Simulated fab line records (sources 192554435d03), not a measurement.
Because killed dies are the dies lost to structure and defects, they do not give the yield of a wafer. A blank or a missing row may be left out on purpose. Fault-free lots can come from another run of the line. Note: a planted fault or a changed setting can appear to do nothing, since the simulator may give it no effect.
fab line records | flow n5_finfet
[record] lots = 7 | wafers = 21 | last_day = 18
route steps=1938 shown BEOL_M3@952
lots with no fault: from the same line, run without faults
start_h: the number of hours between the record's first day and the start of the first shown wafer of the lot | wait_h: time in hours since the lot's previous step | " same as the row above | L1.1+2: a row that stands for several wafers | - value missing, or start not given | * or withheld: withheld | < > ~ a bound
route shown NAME@n: names a module that has steps shown in the file, with the first one's number in the route | usual: mean/standard deviation of fault-free wafers | same: alike in all rows | chamber/n: place in a boat | sites: per-site readings | _std_site: how widely they spread, as a standard deviation | _edge_site: inner sites' mean taken away from outer sites' mean | radius_mm: how far each site lies from the wafer's centre | mask NAME#n: copy n | behind: tool/chamber where the wafer was last shaped | hold: why the lot was held/for how many hours/how that ended | device: which transistor (n, p or np) failed to switch | end of line: at the end of the route, the tests of the same wafers | for a step that has no rows: nothing shown but its recipe | killed: dies that structure and defects cost at the first sort, which is not the same as the wafer's yield | map: the dies of a wafer, with x for killed, . for not killed, _ for no die there
set.NAME: the setting the step ran with; set.NAME@STEP: the setting that earlier step ran with | model.NAME: the simulator's own value behind a step, which no gauge read
a table for each step, a row for each wafer; lots at some steps of the route
services: when a tool's chamber went out of use (start_h, in hours from the record's first day, below 0 if earlier), for how many hours, and the reason
[[steps]]
[step N5_BEOL_M3_STRIP_75]
[recipe] chemistry = N2/H2 | temp_c = 40 | n2_flow_sccm = 200 | h2_flow_sccm = 200 | rf_frequency_hz = 6e+07
[step N5_BEOL_M3_STRIP_66]
[recipe] chemistry = CF4 | resist = SiARC | power_w = 300 | bias_power_w = 75 | pressure_mtorr = 50 | cf4_flow_sccm = 150 | rf_frequency_hz = 6e+07
[usual] bias_power_w = 75.02/0.22 | drypump_motor_current_A = 5.8/0.34 | oes_product_au = 0.78/0.085 | rf_vpp_V = 270.5/1.7 | showerhead_plenum_p_Torr = 1.77/0.069 | throttle_valve_pct = 13.56/0.26
lot.wafer | tool        | chamber | start_h | wait_h | bias_power_w | drypump_motor_current_A | oes_product_au | rf_hours_counter_h | rf_vpp_V | showerhead_plenum_p_Torr | throttle_valve_pct
L167.1    | rie_diel-03 | 3       | 178.36  | 0.0    | 75.25        | 5.5                     | 0.69           | 235                | 267.9    | 1.69                     | 13.52
L167.3    | "           | 1       | "       | "      | 75.17        | 5.6                     | 0.73           | 189                | 269.6    | 1.73                     | 13.91
L167.6    | "           | 1       | "       | "      | 75.39        | 5.6                     | 0.72           | -                  | 267.6    | 1.73                     | 13.88
L175.1    | rie_diel-04 | 1       | 230.97  | 0.0    | 74.99        | 6.2                     | 0.73           | 186                | 272.7    | 1.86                     | 13.52
L175.2    | "           | 0       | "       | "      | 74.87        | 5.4                     | 0.74           | 182                | 269.9    | 1.72                     | 13.50
L175.5    | "           | 0       | "       | "      | 74.78        | 5.4                     | 0.73           | -                  | 271.0    | 1.72                     | 13.51
L176.1    | rie_diel-04 | 0       | 237.28  | 0.0    | 75.14        | 5.4                     | 0.72           | 184                | 269.7    | 1.72                     | 13.52
L176.5    | "           | 1       | "       | "      | 75.22        | 6.1                     | 0.72           | -                  | 272.8    | 1.85                     | 13.53
L176.6    | "           | 2       | "       | "      | 74.92        | 6.0                     | 0.92           | -                  | 272.0    | 1.82                     | 13.30
L177.1    | rie_diel-03 | 2       | 238.73  | 0.0    | 75.09        | 6.5                     | 0.92           | 12                 | 271.0    | 1.77                     | 13.12
L177.2    | "           | 0       | "       | "      | 74.98        | 5.8                     | 0.83           | 56                 | 270.4    | 1.85                     | 13.75
L177.6    | "           | 0       | "       | "      | 74.93        | 5.8                     | 0.82           | -                  | 272.0    | 1.85                     | 13.75
L179.1    | rie_diel-04 | 1       | 246.15  | 0.0    | 74.92        | 6.2                     | 0.72           | 190                | 273.2    | 1.85                     | 13.53
L179.5    | "           | 1       | "       | "      | 74.94        | 6.1                     | 0.72           | -                  | 271.9    | 1.85                     | 13.55
L179.6    | "           | 0       | "       | "      | 74.93        | 5.4                     | 0.73           | -                  | 270.7    | 1.72                     | 13.53
L184.2    | rie_diel-03 | 3       | 282.27  | 0.0    | 74.95        | 5.5                     | 0.91           | 10                 | 272.1    | 1.89                     | 13.00
L184.3    | "           | 0       | "       | "      | 75.04        | 5.8                     | 0.81           | 69                 | 272.3    | 1.84                     | 13.79
L184.5    | "           | 0       | "       | "      | 74.59        | 5.8                     | 0.82           | -                  | 271.8    | 1.84                     | 13.77
L186.1    | rie_diel-03 | 0       | 293.87  | 0.0    | 75.13        | 5.8                     | 0.81           | 70                 | 271.1    | 1.84                     | 13.79
L186.3    | "           | 1       | "       | "      | 75.33        | 5.6                     | 0.70           | 225                | 271.1    | 1.72                     | 13.99
L186.4    | "           | 2       | "       | "      | 74.88        | 6.6                     | 0.88           | 29                 | 269.4    | 1.77                     | 13.15
[step N5_BEOL_M3_HM_OPEN_17]
[recipe] chemistry = Cl2/BCl3 | target_depth_a = 200 | overetch_a = 60 | target = TiN | mask_material = SOC | ion_energy_ev = 150 | pressure_mtorr = 10 | icp_w = 1000 | bias_w = 126 | Cl2_flow_sccm = 53.25 | bcl3_flow_sccm = 21.75 | Ar_flow_sccm = 25
[usual] drypump_motor_current_A = 5.7/0.37 | oes_product_au = 0.68/0.071 | throttle_valve_pct = 22.03/0.24
lot.wafer | tool         | chamber | start_h | wait_h | drypump_motor_current_A | oes_product_au | rf_hours_counter_h | throttle_valve_pct
L167.1    | rie_metal-01 | 1       | 178.41  | 0.0    | 5.5                     | 0.51           | 134                | 22.20
L167.3    | "            | 1       | "       | "      | 5.5                     | 0.51           | -                  | 22.19
L167.6    | "            | 0       | "       | "      | 5.1                     | 0.78           | -                  | 22.27
L175.1    | rie_metal-02 | 0       | 231.01  | 0.0    | 5.6                     | 0.64           | 52                 | 21.89
L175.2    | "            | 1       | "       | "      | 6.3                     | 0.64           | 44                 | 21.60
L175.5    | "            | 0       | "       | "      | 5.6                     | 0.64           | -                  | 21.89
L176.1    | rie_metal-01 | 1       | 237.32  | 0.0    | 5.5                     | 0.81           | 4                  | 22.21
L176.5    | "            | 0       | "       | "      | 5.2                     | 0.76           | -                  | 22.27
L176.6    | "            | 1       | "       | "      | 5.5                     | 0.82           | -                  | 22.18
L177.1    | rie_metal-03 | 1       | 238.77  | 0.0    | 5.9                     | 0.64           | 44                 | 22.23
L177.2    | "            | 0       | "       | "      | 5.7                     | 0.65           | 46                 | 21.88
L177.6    | "            | 1       | "       | "      | 5.9                     | 0.65           | -                  | 22.25
L179.1    | rie_metal-02 | 0       | 246.19  | 0.0    | 5.6                     | 0.62           | 54                 | 21.91
L179.5    | "            | 1       | "       | "      | 6.3                     | 0.64           | -                  | 21.61
L179.6    | "            | 0       | "       | "      | 5.6                     | 0.63           | -                  | 21.91
L184.2    | rie_metal-01 | 0       | 282.32  | 0.0    | 5.2                     | 0.73           | 18                 | 22.30
L184.3    | "            | 0       | "       | "      | 5.2                     | 0.73           | -                  | 22.29
L184.5    | "            | 1       | "       | "      | 5.5                     | 0.78           | -                  | 22.23
L186.1    | rie_metal-03 | 1       | 293.91  | 0.0    | 5.9                     | 0.65           | 50                 | 22.21
L186.3    | "            | 0       | "       | "      | 5.6                     | 0.63           | -                  | 21.90
L186.4    | "            | 1       | "       | "      | 6.0                     | 0.64           | -                  | 22.23
[step N5_BEOL_M3_STRIP_19]
[recipe] chemistry = O2 | power_w = 400 | temp_c = 40 | pressure_mtorr = 30 | rf_frequency_hz = 6e+07 | bias_power_w = 0 | overash_fraction = 0.2 | o2_flow_sccm = 225
[usual] drypump_motor_current_A = 5.9/0.33 | oes_product_au = 0.79/0.092 | rf_vpp_V = 3.6/0.49 | showerhead_plenum_p_Torr = 2.06/0.085 | throttle_valve_pct = 16.59/0.21
[same] bias_power_w = 0
lot.wafer | tool        | chamber | start_h | wait_h | drypump_motor_current_A | oes_product_au | rf_hours_counter_h | rf_vpp_V | showerhead_plenum_p_Torr | throttle_valve_pct
L167.1    | rie_diel-04 | 3       | 178.52  | 0.1    | 5.6                     | 0.79           | 113                | 3.3      | 1.95                     | 16.46
L167.3    | "           | 1       | "       | "      | 6.2                     | 0.74           | 168                | 3.1      | 2.19                     | 16.61
L167.6    | "           | 2       | "       | "      | 6.0                     | 0.70           | -                  | 5.3      | 2.14                     | 16.94
L175.1    | rie_diel-03 | 1       | 231.12  | 0.1    | 5.6                     | 0.72           | 204                | 2.6      | 2.00                     | 16.98
L175.2    | "           | 3       | "       | "      | 5.5                     | 0.69           | 249                | 3.0      | 1.97                     | 16.58
L175.5    | "           | 3       | "       | "      | 5.5                     | 0.69           | -                  | 3.7      | 1.97                     | 16.57
L176.1    | rie_diel-03 | 0       | 237.49  | 0.1    | 5.8                     | 0.84           | 55                 | 4.0      | 2.13                     | 16.77
L176.5    | "           | 2       | "       | "      | 6.5                     | 0.95           | -                  | 4.1      | 2.08                     | 16.30
L176.6    | "           | 0       | "       | "      | 5.8                     | 0.85           | -                  | 3.1      | 2.13                     | 16.75
L177.1    | rie_diel-04 | 3       | 238.88  | 0.1    | 5.6                     | 0.77           | 137                | 4.3      | 1.95                     | 16.49
L177.2    | "           | 0       | "       | "      | 5.4                     | 0.73           | 185                | 3.2      | 1.97                     | 16.38
L177.6    | "           | 3       | "       | "      | 5.6                     | 0.76           | -                  | 3.4      | 1.95                     | 16.49
L179.1    | rie_diel-06 | 3       | 246.31  | 0.1    | 6.0                     | 0.75           | 147                | 3.7      | 2.03                     | 16.80
L179.5    | "           | 2       | "       | "      | 5.8                     | 0.94           | -                  | 3.0      | 2.12                     | 16.19
L179.6    | "           | 1       | "       | "      | 6.2                     | 0.87           | -                  | 3.9      | 2.05                     | 16.73
L184.2    | rie_diel-03 | 3       | 282.43  | 0.1    | 5.5                     | 0.93           | 11                 | 3.8      | 2.23                     | 16.11
L184.3    | "           | 2       | "       | "      | 6.5                     | 0.92           | 25                 | 3.4      | 2.08                     | 16.32
L184.5    | "           | 3       | "       | "      | 5.5                     | 0.92           | -                  | 3.1      | 2.23                     | 16.11
L186.1    | rie_diel-06 | 2       | 294.02  | 0.1    | 5.9                     | 0.89           | 23                 | 3.5      | 2.11                     | 16.24
L186.3    | "           | 0       | "       | "      | 5.4                     | 0.94           | 8                  | 4.3      | 2.23                     | 16.36
L186.4    | "           | 1       | "       | "      | 6.2                     | 0.85           | 64                 | 3.2      | 2.04                     | 16.74
[step N5_BEOL_M3_CD_MEAS_18]
[recipe] pitch_nm = 36 | target_cd_nm = 18
[usual] cd_nm = 18.1/0.51
lot.wafer | tool      | chamber | start_h | wait_h | cd_nm
L167.1    | cd_sem-02 | -       | 178.59  | 0.0    | 18.8
L167.3    | "         | -       | "       | "      | 18.5
L167.6    | "         | -       | "       | "      | 19.1
L175.1    | cd_sem-02 | -       | 231.19  | 0.0    | 17.7
L175.2    | "         | -       | "       | "      | 18.0
L175.5    | "         | -       | "       | "      | 17.9
L176.1    | cd_sem-02 | -       | 237.56  | 0.0    | 17.3
L176.5    | "         | -       | "       | "      | 17.4
L176.6    | "         | -       | "       | "      | 17.9
L177.1    | cd_sem-03 | -       | 238.95  | 0.0    | 18.0
L177.2    | "         | -       | "       | "      | 17.7
L177.6    | "         | -       | "       | "      | 17.7
L179.1    | cd_sem-01 | -       | 246.38  | 0.0    | 17.0
L179.5    | "         | -       | "       | "      | 17.2
L179.6    | "         | -       | "       | "      | 17.6
L184.2    | cd_sem-02 | -       | 282.50  | 0.1    | 18.0
L184.3    | "         | -       | "       | "      | 17.4
L184.5    | "         | -       | "       | "      | 17.6
L186.1    | cd_sem-03 | -       | 294.09  | 0.0    | 17.6
L186.3    | "         | -       | "       | "      | 18.9
L186.4    | "         | -       | "       | "      | 18.3
[step N5_BEOL_M3_COAT_67]
[recipe] resist = SOC | temp_c = 250 | time_s = 60 | spin_rpm = 1500 | resist_thk_nm = 60
[step N5_BEOL_M3_COAT_68]
[recipe] resist = SiARC | temp_c = 220 | time_s = 60 | spin_rpm = 1500 | resist_thk_nm = 12
[step N5_BEOL_M3_COAT_76]
[recipe] resist = underlayer | temp_c = 205 | time_s = 60 | spin_rpm = 1500 | resist_thk_nm = 5
[step N5_BEOL_M3_COAT_22]
[recipe] resist = CAR-EUV | spin_rpm = 1500 | resist_thk_nm = 30
[step N5_BEOL_M3_EBR_24]
[recipe] solvent = PGMEA | ebr_width_mm = 1.5
[step N5_BEOL_M3_SOFTBAKE_23]
[recipe] temp_c = 110 | time_s = 60 | resist = CAR-EUV
[step N5_BEOL_M3_EXPOSE_25]
[recipe] mask_id = V2 | na = 0.33 | source_shape = quasar | sigma_inner = 0.2 | sigma_outer = 0.8 | polarization = unpolarized | defocus_nm = 5 | dose_mj = 63
[step N5_BEOL_M3_PEB_26]
[recipe] peb_temp_c = 100 | peb_time_s = 60 | resist = CAR-EUV
[usual] chill_plate_temp_C = 23.00/0.11 | exhaust_pa = 44.9/0.81 | peb_time_s = 60/0 | plate_temp_C = 100.02/0.13
lot.wafer | tool           | chamber | start_h | wait_h | chill_plate_temp_C | exhaust_pa | peb_time_s | plate_temp_C
L167.1    | litho_track-02 | 0       | 178.84  | 0.1    | 23.24              | 44.0       | 60         | 100.24
L167.3    | "              | 0       | "       | "      | 23.01              | 45.2       | 60         | 100.26
L167.6    | "              | 0       | "       | "      | 23.19              | 43.8       | 60         | 99.89
L175.1    | litho_track-04 | -       | 231.44  | 0.1    | -                  | -          | -          | -
L175.2    | "              | -       | "       | "      | -                  | -          | -          | -
L175.5    | "              | -       | "       | "      | -                  | -          | -          | -
L176.1    | litho_track-04 | -       | 237.81  | 0.1    | -                  | -          | -          | -
L176.5    | "              | -       | "       | "      | -                  | -          | -          | -
L176.6    | "              | -       | "       | "      | -                  | -          | -          | -
L177.1    | litho_track-02 | -       | 239.20  | 0.1    | -                  | -          | -          | -
L177.2    | "              | -       | "       | "      | -                  | -          | -          | -
L177.6    | "              | -       | "       | "      | -                  | -          | -          | -
L179.1    | litho_track-02 | 0       | 246.75  | 0.1    | 23.07              | 44.6       | 60         | 100.18
L179.5    | "              | 0       | "       | "      | 22.93              | 44.0       | 60         | 99.93
L179.6    | "              | 0       | "       | "      | 23.12              | 43.1       | 60         | 100.33
L184.2    | litho_track-02 | 0       | 282.75  | 0.1    | 23.00              | 45.3       | 60         | 100.03
L184.3    | "              | 0       | "       | "      | 22.80              | 45.0       | 60         | 100.16
L184.5    | "              | 0       | "       | "      | 22.94              | 44.6       | 60         | 100.01
L186.1    | litho_track-01 | 0       | 294.50  | 0.1    | 23.00              | 44.2       | 60         | 99.96
L186.3    | "              | 0       | "       | "      | 22.99              | 44.5       | 60         | 99.96
L186.4    | "              | 0       | "       | "      | 22.94              | 45.6       | 60         | 100.00
[step N5_BEOL_M3_DEVELOP_27]
[recipe] develop_time_s = 30 | developer = TMAH | resist = CAR-EUV | rinse_liquid = surfactant_rinse | dry = air_spin | dev_temp_c = 23
[[services]]
tool         | chamber | start_h | hours | kind
rie_diel-04  | 2       | 157.46  | 2.1   | repair
rie_metal-01 | -       | 167.32  | 2.4   | repair
rie_diel-03  | 2       | 175.53  | -     | clean
rie_diel-03  | 2       | 175.53  | -     | consumable_replace:focus_ring
rie_diel-03  | 2       | 175.53  | 31.8  | scheduled_down
rie_diel-03  | 2       | 175.53  | 31.8  | vent_cycle
rie_diel-06  | 2       | 178.37  | 10.6  | repair
rie_metal-01 | 1       | 182.03  | -     | clean
rie_metal-01 | 1       | 182.03  | 18.0  | scheduled_down
rie_diel-04  | 2       | 189.35  | -     | clean
rie_diel-04  | 2       | 189.35  | -     | consumable_replace:focus_ring
rie_diel-04  | 2       | 189.35  | 21.2  | scheduled_down
rie_diel-04  | 2       | 189.35  | 21.2  | vent_cycle
rie_diel-06  | -       | 201.59  | 2.8   | pm
rie_diel-04  | 0       | 209.83  | 5.8   | repair
rie_diel-03  | 3       | 233.72  | -     | clean
rie_diel-03  | 3       | 233.72  | -     | consumable_replace:focus_ring
rie_diel-03  | 3       | 233.72  | -     | consumable_replace:showerhead
rie_diel-03  | 3       | 233.72  | 11.9  | scheduled_down
rie_diel-03  | 3       | 233.72  | 11.9  | vent_cycle
rie_diel-04  | 0       | 250.43  | 17.9  | repair
rie_diel-03  | -       | 267.61  | 2.8   | pm
rie_metal-01 | -       | 272.73  | 0.1   | repair
rie_diel-03  | 3       | 285.89  | 4.9   | repair
[[key]]
[first_sign] step = N5_BEOL_M3_PEB_26 | reading = tool_record | direction = missing
effect none on later readings
met_at N5_BEOL_M3_PEB_26
struck_wafers L175.1,L175.2,L175.5,L176.1,L176.5,L176.6,L177.1,L177.2,L177.6
later_rows_left_out L175.1,L175.2,L175.5,L176.1,L176.5,L176.6,L177.1,L177.2,L177.6
sort_left_out L175.1,L175.2,L175.5,L176.1,L176.5,L176.6,L177.1,L177.2,L177.6
onset_between 178.84 231.44
[earlier_fault] kind = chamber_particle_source | tool = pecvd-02 | chamber = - | onset_h = 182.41 | steps = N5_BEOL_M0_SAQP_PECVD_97 | rate_per_visit_cm2 = 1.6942
[earlier_fault] kind = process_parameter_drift | tool = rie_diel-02 | chamber = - | onset_h = 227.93 | steps = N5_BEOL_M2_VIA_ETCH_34 | channel = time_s | offset = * | shape = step | acts_in = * | stated = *
[fault] kind = skipped_step_whole | tool = litho_track-02,litho_track-04 | chamber = - | onset_h = 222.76 | steps = N5_BEOL_M3_PEB_26 | scope = struck_lots_only
// sort_left_out: the simulated sort isn't trusted on such a fault, so these wafers' sort isn't shown, and their yield isn't known
// later_rows_left_out: the simulator's readings of these wafers behind a module that went badly wrong aren't trusted and aren't shown, but for the sort
